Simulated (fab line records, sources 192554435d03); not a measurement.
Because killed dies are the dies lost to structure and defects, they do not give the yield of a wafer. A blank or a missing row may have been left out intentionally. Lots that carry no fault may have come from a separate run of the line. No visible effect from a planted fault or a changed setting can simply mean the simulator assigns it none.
Chamber matching    flow n5-finfet    N5_HKMG_FIN_ALD_71 on ald-metal-03: 4 sister chambers
The step deposits TiN, target thk 1 nm, pulse time 1 s, purge time 3 s. 8 wafers are shown with their chamber, then 7 later ones without.

## WAFERS WITH THEIR CHAMBER
wafer   chamber  heater-power-w (W)  susceptor-temp-C (C)
L077.4  2        948                 400.00
L077.6  0        762                 399.82
L081.6  1        962                 399.87
L084.2  0        773                 400.56
L084.4  2        957                 399.69
L084.5  3        866                 400.21
L089.1  3        850                 399.83
L089.2  1        962                 399.81

## WAFERS WITH NO CHAMBER GIVEN
wafer   heater-power-w (W)  susceptor-temp-C (C)
L089.4  785                 400.06
L092.2  752                 400.11
L092.3  940                 400.15
L092.5  741                 400.28
L095.1  763                 400.08
L095.3  957                 399.92
L095.4  941                 400.00

## EACH ONE'S CHAMBER
wafer   from the rows above      in truth
L089.4  0                        0
L092.2  0                        0
L092.3  can't be placed: 2 or 1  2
L092.5  0                        0
L095.1  0                        0
L095.3  can't be placed: 2 or 1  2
L095.4  can't be placed: 2 or 1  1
Placed correctly: 4 of 7. These rows do not allow placing 3 (true chamber among the candidates in 3). Placed wrongly: 0.
How it was worked out, from the rows above alone: a wafer's distance from a chamber is the root of the sum, over the readings, of the square of ((its reading less the chamber's mean) divided by the reading's scatter). The wafer belongs to the nearest chamber; if the next one is less than 2 further off, it can't be placed. Each chamber's mean is taken over the wafers shown for it. The scatter: the root of (the sum of the squares of (reading less its chamber's mean) over the shown wafers, divided by (wafers less chambers)).
